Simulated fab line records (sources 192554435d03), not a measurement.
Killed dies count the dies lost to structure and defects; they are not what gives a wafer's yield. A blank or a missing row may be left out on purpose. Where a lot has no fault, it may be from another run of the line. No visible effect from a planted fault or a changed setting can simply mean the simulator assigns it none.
Struck lot and sound lot, side by side | flow n5 finfet | 40 out of 1938 route steps
Sound: the wafers L730.1, L730.2, L730.5. The struck wafers were L723.3, L723.5, L723.6. Last of all comes the cause.
At each step with rows: each side's tool, then ch and its chambers, then its first start. Under that, the readings that differ: sound wafers | struck wafers | difference of the means | sigmas: that difference in standard deviations of wafers without a fault.
alike: same words and numbers on both sides, and readings whose means sit less than 2 such deviations apart. not compared: any withheld reading, any reading some wafer has no value for, any bound like >300 that may hide the same value, and any number with overlapping values for which the record gives no deviation.
The two part at a step that has a row with sigmas, a row that says differs or no value, or rows on one side only. Numbers that have no deviation but don't overlap get no sigmas and don't part them. A reading missing from all wafers of one side parts the sides only when that side holds two or more wafers.

first, 11 steps without rows for these wafers: N5_BEOL_M0_SAQP_PECVD_03 (deposits SiCN from 3MS/NH3, target thk 12 nm, time 21.1 s); N5_BEOL_M0_SAQP_PECVD_96 (deposits a-Si from SiH4/He, target thk 45 nm, time 45.2 s); N5_BEOL_M0_SAQP_PECVD_97 (deposits SiNx from SiH4/NH3/N2, target thk 23 nm, time 19.9 s); N5_BEOL_M0_SAQP_PECVD_04 (deposits a-Si from SiH4/He, target thk 60 nm, time 60.2 s); N5_BEOL_M0_SAQP_HM_DEP_111 (deposits SiO2 from SiH4/N2O, target thk 12 nm, time 7.2 s); N5_BEOL_M0_SAQP_COAT_81 (time 60 s, resist thk 100 nm); N5_BEOL_M0_SAQP_COAT_82 (time 60 s, resist thk 30 nm); N5_BEOL_M0_SAQP_COAT_08 (resist thk 90 nm); N5_BEOL_M0_SAQP_EBR_10; N5_BEOL_M0_SAQP_SOFTBAKE_09 (time 60 s); N5_BEOL_M0_SAQP_EXPOSE_11 (exposes mask M0 CORE, target cd 42 nm).
N5_BEOL_M0_SAQP_PEB_12: peb time 60 s.
  sound on litho track-02 ch 0, day 10 15:50; struck on litho track-01 ch 0, day 9 01:47
then, 1 step without rows for these wafers: N5_BEOL_M0_SAQP_DEVELOP_13 (develop time 30 s).
N5_BEOL_M0_SAQP_CD_MEAS_14: the cd target is 42.5 nm.
  sound on cd sem-02 ch 0, day 10 15:55; struck on cd sem-02 ch 0, day 9 01:52
  reading    | sound          | struck         | difference | sigmas
  cd nm (nm) | 42.2 41.7 42.1 | 49.0 49.3 49.0 | +7.1       | +18
then, 24 steps without rows for these wafers: N5_BEOL_M0_SAQP_DESCUM_19 (chemistry O2, time 7.9 s); N5_BEOL_M0_SAQP_ETCH_83 (etches SiARC in CF4, target depth 39 nm, time 65 s); N5_BEOL_M0_SAQP_ETCH_84 (etches SOC in N2/H2, target depth 100 nm, overetch 20 nm, time 150 s); N5_BEOL_M0_SAQP_STRIP_80 (strips in N2/H2); N5_BEOL_M0_SAQP_HM_OPEN_112 (chemistry CHF3/O2, target SiO2, stops on a-Si, target depth 12 nm, time 13.5 s); N5_BEOL_M0_SAQP_STRIP_113 (strips in CHF3/O2); N5_BEOL_M0_SAQP_MANDREL_ETCH_20 (etches a-Si in HBr/Cl2, stops on SiNx, target depth 60 nm, bt time 10 s, time 30 s); N5_BEOL_M0_SAQP_STRIP_86 (strips in N2/H2); N5_BEOL_M0_SAQP_STRIP_115 (strips in post etch residue remover, time 60 s); N5_BEOL_M0_SAQP_SRD_93 (time 30 s); N5_BEOL_M0_SAQP_RECESS_114 (chemistry HF/NH3, target SiO2, target depth 14.4 nm, afs cycles 3, sublimation time 60 s); N5_BEOL_M0_SAQP_SPACER1_ALD_98 (deposits SiO2, target thk 12.8 nm, pulse time 1 s, purge time 2 s); N5_BEOL_M0_SAQP_SPACER1_ETCHBACK_99 (etches SiO2 in CHF3/O2, target depth 15.4 nm, time 7.7 s); N5_BEOL_M0_SAQP_MANDREL1_REMOVE_100 (chemistry HBr/Cl2/O2, target a-Si, stops on SiNx, bt time 10 s); N5_BEOL_M0_SAQP_ETCH_101 (etches SiNx in CH3F/O2, target depth 29.9 nm, time 42.7 s); N5_BEOL_M0_SAQP_ETCH_102 (etches SiO2 in CF4, target depth 4 nm, time 4.4 s); N5_BEOL_M0_SAQP_MANDREL_ETCH_103 (etches a-Si in HBr/Cl2, stops on SiCN, target depth 45 nm, bt time 10 s, time 27 s); N5_BEOL_M0_SAQP_RECESS_104 (chemistry HF/NH3, target SiO2, target depth 18 nm, afs cycles 3, sublimation time 60 s); N5_BEOL_M0_SAQP_COAT_105 (time 60 s, resist thk 100 nm); N5_BEOL_M0_SAQP_ETCH_106 (etches SOC in N2/H2, stops on SiNx, target depth 150 nm); N5_BEOL_M0_SAQP_ETCH_107 (etches SiNx in CH3F/O2, target depth 30 nm); N5_BEOL_M0_SAQP_STRIP_108 (strips in N2/H2); N5_BEOL_M0_SAQP_RECESS_109 (chemistry HF/NH3, target SiO2, target depth 3 nm, afs cycles 1, sublimation time 60 s); N5_BEOL_M0_SAQP_SPACER2_ALD_26 (deposits SiO2, target thk 15 nm, pulse time 1 s, purge time 2 s).
-- a jump in the record: the struck wafers' starts before and after are 3 days apart (it breaks off in module BEOL_M0_SAQP and resumes in module BEOL_M4, where the first step shown is number 1111 of the route) --
N5_BEOL_M4_RC_MEAS_101:
  sound on prober-02 ch 0, day 13 12:20; struck on prober-01 ch 0, day 12 00:39
  reading       | sound          | struck         | difference | sigmas
  DIBL_P (mV/V) | 39.4 41.4 39.7 | 34.4 32.9 37.7 | -5.2       | -2
  ION_N (uA/um) | 691 708 685    | 667 664 673    | -27        | -2
  alike: DIBL_N, IOFF_N, IOFF_P, ION_P, SS_N, SS_P, VT_N, VT_P
-- record jumps: 4 days separate the struck wafers' starts on either side; left off in module BEOL_M4, taken up again in module PASSIVATION, whose first shown step is the route's number 1936 --
N5_PASSIVATION_PROBE_49:
  rows exist in the record for the struck wafers here (prober-01, day 16 08:11), but not for the sound ones

WHERE THEY PART
Earliest at N5_BEOL_M0_SAQP_CD_MEAS_14; latest, in this record, at N5_PASSIVATION_PROBE_49.

WHY: the cause the simulator had injected
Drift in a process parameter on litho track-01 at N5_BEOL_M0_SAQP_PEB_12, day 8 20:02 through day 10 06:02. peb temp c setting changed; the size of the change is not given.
